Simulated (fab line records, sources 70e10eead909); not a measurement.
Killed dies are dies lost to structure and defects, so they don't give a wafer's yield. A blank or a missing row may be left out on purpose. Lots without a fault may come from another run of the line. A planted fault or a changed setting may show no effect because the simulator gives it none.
fab line records | flow nand_harc
record lots=15 wafers=45 last_day=24
route steps=1159 shown P_M0@282 P_M1@292
lots that met no fault: from a run of the same line without faults
start_h: hours from the record's first day to the start of the lot's first wafer shown | wait_h: hours since the lot's step before | " the same as in the row above | L1.1+2: a row that stands for several wafers | - no value, or no start given | * or withheld: withheld | < > ~ a bound
route shown NAME@n: a module of which the file shows steps, and the number in the route of the first | usual: mean/standard deviation of fault-free wafers | same: alike in all rows | chamber/n: place in a boat | sites: the reading at each site | _std_site: their standard deviation | _edge_site: outer sites' mean less inner sites' | radius_mm: how far each site lies from the wafer's centre | mask NAME#n: copy n | behind: the tool/chamber that last shaped the wafer | hold: why the lot was held/for how many hours/how that ended | device: the transistor (n, p or np) that didn't switch | end of line: the same wafers' tests at the end of the route | a step without rows: its recipe alone | killed: dies lost to structure and defects at the first sort, not the wafer's yield | map: a wafer's dies, x killed, . not, _ none there
set.NAME: the setting as run; set.NAME@STEP: as run at that earlier step | model.NAME: the simulator's own value behind a step, which no gauge read
steps of the route over a sample of lots; a table a step, a row a wafer
services: from which hour (start_h, from the record's first day; less than 0 if before it) a tool's chamber was out of use, for how many hours, and why
## steps
# step NHARC_P_M0_INSPECT_27
# usual raw_defect_count=308/130
# columns lot.wafer tool chamber start_h wait_h raw_defect_count
L675.4 defect_inspect-01 - 118.89 0.0 261
L675.5 " - " " 257
L675.6 " - " " 335
L676.4 defect_inspect-01 - 133.81 0.0 200
L676.5 " - " " 263
L676.6 " - " " 148
L677.1 defect_inspect-01 - 136.94 0.0 266
L677.3 " - " " 278
L677.4 " - " " 376
L678.1 defect_inspect-02 - 137.28 0.0 452
L678.2 " - " " 274
L678.6 " - " " 409
L679.1 defect_inspect-01 - 147.93 0.0 331
L679.2 " - " " 1120
L679.5 " - " " 464
L681.3 defect_inspect-02 - 156.45 0.0 305
L681.5 " - " " 292
L681.6 " - " " 394
L684.1 defect_inspect-01 - 172.66 0.0 466
L684.2 " - " " 157
L684.5 " - " " 242
L686.1 defect_inspect-01 - 184.00 0.0 443
L686.3 " - " " 331
L686.6 " - " " 342
L688.1 defect_inspect-02 - 201.07 0.0 323
L688.5 " - " " 333
L688.6 " - " " 199
L690.1 defect_inspect-01 - 216.28 0.0 296
L690.2 " - " " 228
L690.4 " - " " 367
L689.1 defect_inspect-02 - 216.78 0.0 206
L689.4 " - " " 238
L689.6 " - " " 357
L691.1 defect_inspect-01 - 217.40 0.0 205
L691.3 " - " " 181
L691.6 " - " " 186
L693.2 defect_inspect-02 - 222.61 0.0 264
L693.3 " - " " 212
L693.4 " - " " 250
L692.3 defect_inspect-02 - 225.25 0.0 272
L692.4 " - " " 178
L692.6 " - " " 290
L698.2 defect_inspect-01 - 250.60 0.0 492
L698.4 " - " " 467
L698.5 " - " " 406
# step NHARC_P_M1_EXPOSE_06
# recipe na=1.35 target_cd_nm=130 dose_mj=81.88 mask_id=P_M1
# usual exposure_dose_mJ_cm2=81.89/0.081 focus_offset_nm=0.0/0.47
# columns lot.wafer tool chamber start_h wait_h mask exposure_dose_mJ_cm2 focus_offset_nm
L675.4 arfi_scanner-01 0 120.15 - P_M1#0 81.87 -0.9
L675.5 " 0 " " P_M1#0 81.78 0.0
L675.6 " 0 " " P_M1#0 81.92 -0.5
L676.4 arfi_scanner-02 0 135.09 - P_M1#0 81.79 -0.1
L676.5 " 0 " " P_M1#0 81.82 -0.3
L676.6 " 0 " " P_M1#0 81.95 -0.3
L677.1 arfi_scanner-02 0 138.07 - P_M1#0 81.85 0.6
L677.3 " 0 " " P_M1#0 81.86 0.3
L677.4 " 0 " " P_M1#0 81.96 0.1
L678.1 arfi_scanner-03 0 138.53 - P_M1#0 81.87 0.5
L678.2 " 0 " " P_M1#0 81.92 0.2
L678.6 " 0 " " P_M1#0 81.94 0.2
L679.1 arfi_scanner-01 0 149.06 - P_M1#0 82.05 -0.2
L679.2 " 0 " " P_M1#0 82.00 -0.8
L679.5 " 0 " " P_M1#0 82.04 -0.3
L681.3 arfi_scanner-03 0 157.73 - P_M1#0 81.94 1.1
L681.5 " 0 " " P_M1#0 81.90 0.7
L681.6 " 0 " " P_M1#0 81.99 1.0
L684.1 arfi_scanner-01 0 173.91 - P_M1#0 81.93 0.1
L684.2 " 0 " " P_M1#0 81.84 -0.5
L684.5 " 0 " " P_M1#0 81.89 -0.3
L686.1 arfi_scanner-02 0 185.23 - P_M1#0 81.81 -0.4
L686.3 " 0 " " P_M1#0 81.84 -0.5
L686.6 " 0 " " P_M1#0 81.94 -0.4
L688.1 arfi_scanner-03 0 202.20 - P_M1#0 81.92 -0.3
L688.5 " 0 " " P_M1#0 81.80 -0.2
L688.6 " 0 " " P_M1#0 81.91 -0.3
L690.1 arfi_scanner-01 - 217.43 - P_M1#0 - -
L690.2 " - " " P_M1#0 - -
L690.4 " - " " P_M1#0 - -
L689.1 arfi_scanner-01 - 218.03 - P_M1#0 - -
L689.4 " - " " P_M1#0 - -
L689.6 " - " " P_M1#0 - -
L691.1 arfi_scanner-02 - 218.66 - P_M1#0 - -
L691.3 " - " " P_M1#0 - -
L691.6 " - " " P_M1#0 - -
L693.2 arfi_scanner-03 0 224.43 - P_M1#0 81.87 -0.3
L693.3 " 0 " " P_M1#0 81.98 0.1
L693.4 " 0 " " P_M1#0 81.94 -0.3
L692.3 arfi_scanner-02 0 226.56 - P_M1#0 81.78 0.2
L692.4 " 0 " " P_M1#0 81.83 0.3
L692.6 " 0 " " P_M1#0 81.71 -0.9
L698.2 arfi_scanner-03 0 251.87 - P_M1#0 81.78 0.7
L698.4 " 0 " " P_M1#0 81.76 1.4
L698.5 " 0 " " P_M1#0 81.68 0.6
# step NHARC_P_M1_ETCH_28
# recipe target_depth_a=300 over_etch_frac=0.3 time_s=72.99 ion_energy_ev=150 cf4_flow_sccm=50 n2_flow_sccm=100 ar_flow_sccm=150 rf_w=300 bias_w=100 chemistry=CF4/N2
# usual drypump_motor_current_A=5.8/0.43 oes_product_au=1.001/0.0076 rf_vpp_V=313.5/1.9 showerhead_plenum_p_Torr=2.59/0.11 throttle_valve_pct=19.793/0.01
# columns lot.wafer tool chamber start_h wait_h drypump_motor_current_A oes_product_au rf_hours_counter_h rf_vpp_V showerhead_plenum_p_Torr throttle_valve_pct
L675.4 rie_diel-08 3 - - 6.2 1.000 4 311.4 2.47 19.786
L675.6 " 0 " " 6.0 1.007 - 314.4 2.65 19.789
L675.5 " 1 " " 6.2 0.987 - 312.5 2.55 19.790
L676.4 rie_diel-05 0 - - 6.0 0.991 8 314.1 2.56 19.791
L676.6 " 1 " " 6.3 1.006 - 315.4 2.77 19.792
L676.5 " 2 " " 5.6 1.002 - 312.2 2.53 19.809
L677.4 rie_diel-08 3 - - 6.2 0.995 0 311.9 2.47 19.794
L677.1 " 0 " " 6.0 1.010 0 313.8 2.65 19.784
L677.3 " 1 " " 6.2 0.999 0 311.5 2.55 19.806
L678.1 rie_diel-07 2 - - 6.1 1.004 6 313.8 2.64 19.788
L678.2 " 3 " " 5.7 1.005 6 311.9 2.49 19.802
L678.6 " 0 " " 6.0 0.994 - 314.1 2.62 19.791
L679.1 rie_diel-08 3 - - 6.2 1.002 1 312.8 2.47 19.790
L679.2 " 1 " " 6.2 0.999 1 312.7 2.55 19.773
L679.5 " 3 " " 6.2 0.998 - 311.7 2.47 19.803
L681.3 rie_diel-08 3 - - 6.2 0.993 1 310.7 2.47 19.802
L681.6 " 3 " " 6.2 0.999 - 311.4 2.47 19.780
L681.5 " 0 " " 6.0 1.003 - 313.7 2.65 19.794
L684.1 rie_diel-08 2 - - 5.1 0.992 1 317.9 2.81 19.819
L684.2 " 0 " " 6.0 1.009 1 314.5 2.65 19.798
L684.5 " 2 " " 5.1 1.001 - 315.7 2.81 19.802
L686.3 rie_diel-08 1 - - 6.2 0.993 2 312.5 2.55 19.804
L686.1 " 2 " " 5.1 0.987 2 318.0 2.81 19.790
L686.6 " 0 " " 6.0 0.996 - 314.9 2.65 19.787
L688.1 rie_diel-07 1 - - 5.6 0.995 9 311.7 2.58 19.792
L688.5 " 3 " " 5.7 0.993 - 312.0 2.49 19.779
L688.6 " 0 " " 5.9 1.003 - 314.0 2.61 19.805
L690.1 rie_diel-07 2 - - 6.1 0.995 10 314.2 2.64 19.786
L690.2 " 0 " " 6.0 0.991 10 314.3 2.61 19.780
L690.4 " 1 " " 5.6 0.996 10 313.0 2.58 19.800
L689.4 rie_diel-07 2 - - 6.1 0.992 10 314.4 2.64 19.794
L689.1 " 0 " " 6.0 1.009 10 315.0 2.61 19.795
L689.6 " 2 " " 6.1 0.998 - 314.5 2.64 19.793
L691.1 rie_diel-05 3 - - 5.0 1.000 3 311.7 2.49 19.787
L691.3 " 0 " " 6.0 1.005 3 312.5 2.56 19.793
L691.6 " 2 " " 5.5 1.002 - 313.7 2.53 19.799
L693.3 rie_diel-07 3 - - 5.7 1.000 11 311.1 2.49 19.810
L693.4 " 1 " " 5.6 0.994 10 312.8 2.58 19.774
L693.2 " 2 " " 6.1 0.993 10 314.8 2.64 19.774
L692.3 rie_diel-05 2 - - 5.6 1.007 3 310.7 2.53 19.795
L692.4 " 3 " " 5.0 1.005 4 310.8 2.49 19.794
L692.6 " 2 " " 5.5 1.006 - 312.7 2.53 19.790
L698.4 rie_diel-05 0 - - 6.0 1.015 6 313.4 2.56 19.790
L698.2 " 2 " " 5.6 1.001 6 313.1 2.53 19.784
L698.5 " 3 " " 5.0 1.008 - 311.6 2.49 19.785
# step NHARC_P_M1_PVD_20
# recipe target_thk_a=50 bias_v=168.6 power_w=15000 chamber_pressure_pa=0.12 time_s=8.06 substrate_temp_c=50 material=TaN
# usual throttle_valve_pct=30.4/1.1
# columns lot.wafer tool chamber start_h wait_h throttle_valve_pct
L675.4 pvd_sputter-02 - - - 31.2
L675.5 " - " " 30.9
L675.6 " - " " 31.4
L676.4 pvd_sputter-03 - - - 29.4
L676.6 " - " " 31.4
L676.5 " - " " 31.2
L677.3 pvd_sputter-01 - - - 30.2
L677.1 " - " " 30.2
L677.4 " - " " 31.5
L678.2 pvd_sputter-03 - - - 31.5
L678.1 " - " " 30.0
L678.6 " - " " 31.5
L679.2 pvd_sputter-02 - - - 31.4
L679.1 " - " " 28.8
L679.5 " - " " 30.5
L681.3 pvd_sputter-03 - - - 29.3
L681.6 " - " " 28.9
L681.5 " - " " 31.4
L684.2 pvd_sputter-03 - - - 31.9
L684.1 " - " " 31.2
L684.5 " - " " 31.9
L686.3 pvd_sputter-03 - - - 30.2
L686.1 " - " " 29.2
L686.6 " - " " 31.4
L688.1 pvd_sputter-02 - - - 28.4
L688.6 " - " " 30.6
L688.5 " - " " 31.2
L690.1 pvd_sputter-01 - - - 31.7
L690.4 " - " " 30.1
L690.2 " - " " 30.1
L689.1 pvd_sputter-01 - - - 31.8
L689.4 " - " " 30.1
L689.6 " - " " 31.8
L691.1 pvd_sputter-01 - - - 30.0
L691.3 " - " " 30.2
L691.6 " - " " 28.3
L693.4 pvd_sputter-02 - - - 30.4
L693.3 " - " " 28.8
L693.2 " - " " 30.9
L692.3 pvd_sputter-01 - - - 29.9
L692.4 " - " " 30.3
L692.6 " - " " 31.7
L698.2 pvd_sputter-02 - - - 30.2
L698.4 " - " " 31.3
L698.5 " - " " 30.3
## services
# columns tool chamber start_h hours kind
pvd_sputter-03 - 102.00 10.0 pm
rie_diel-08 0 103.31 - clean
rie_diel-08 1 103.31 - clean
rie_diel-08 0 108.25 5.1 repair
rie_diel-07 2 112.87 3.2 repair
arfi_scanner-02 - 117.65 4.9 repair
rie_diel-08 - 124.80 9.0 pm
arfi_scanner-01 - 125.58 7.2 repair
arfi_scanner-03 - 140.00 4.0 pm
pvd_sputter-01 - 158.00 10.0 pm
rie_diel-05 - 163.60 9.0 pm
arfi_scanner-02 - 171.84 9.9 repair
rie_diel-07 1 191.85 1.2 repair
arfi_scanner-01 - 196.91 4.0 pm
rie_diel-08 3 209.47 15.0 repair
arfi_scanner-03 - 212.28 0.8 repair
pvd_sputter-02 - 214.00 10.0 pm
rie_diel-05 1 217.24 5.0 repair
pvd_sputter-03 - 221.53 4.7 repair
rie_diel-07 - 228.20 9.0 pm
rie_diel-05 3 232.73 6.4 repair
pvd_sputter-03 - 237.53 4.9 repair
arfi_scanner-02 - 246.17 3.3 repair
rie_diel-08 2 253.24 9.1 repair
## key
first_sign step=NHARC_P_M1_EXPOSE_06 reading=tool_record direction=missing
effect none on later readings
met_at NHARC_P_M1_EXPOSE_06
struck_lots L689,L690,L691
later_rows_left_out L689.1,L689.4,L689.6,L690.1,L690.2,L690.4,L691.1,L691.3,L691.6
sort_left_out L689.1,L689.4,L689.6,L690.1,L690.2,L690.4,L691.1,L691.3,L691.6
not_acting_at NHARC_P_M0_INSPECT_27,NHARC_P_M1_ETCH_28,NHARC_P_M1_PVD_20
onset_between 185.23 217.43
fault kind=skipped_step_whole tool=arfi_scanner-01,arfi_scanner-02 chamber=- onset_h=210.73 steps=NHARC_P_M1_EXPOSE_06 scope=struck_lots_only
# sort_left_out: the simulated sort isn't trusted on such a fault, so these wafers' sort isn't shown, and their yield isn't known
# later_rows_left_out: the simulator's readings of these wafers behind a module that went badly wrong aren't trusted and aren't shown, but for the sort
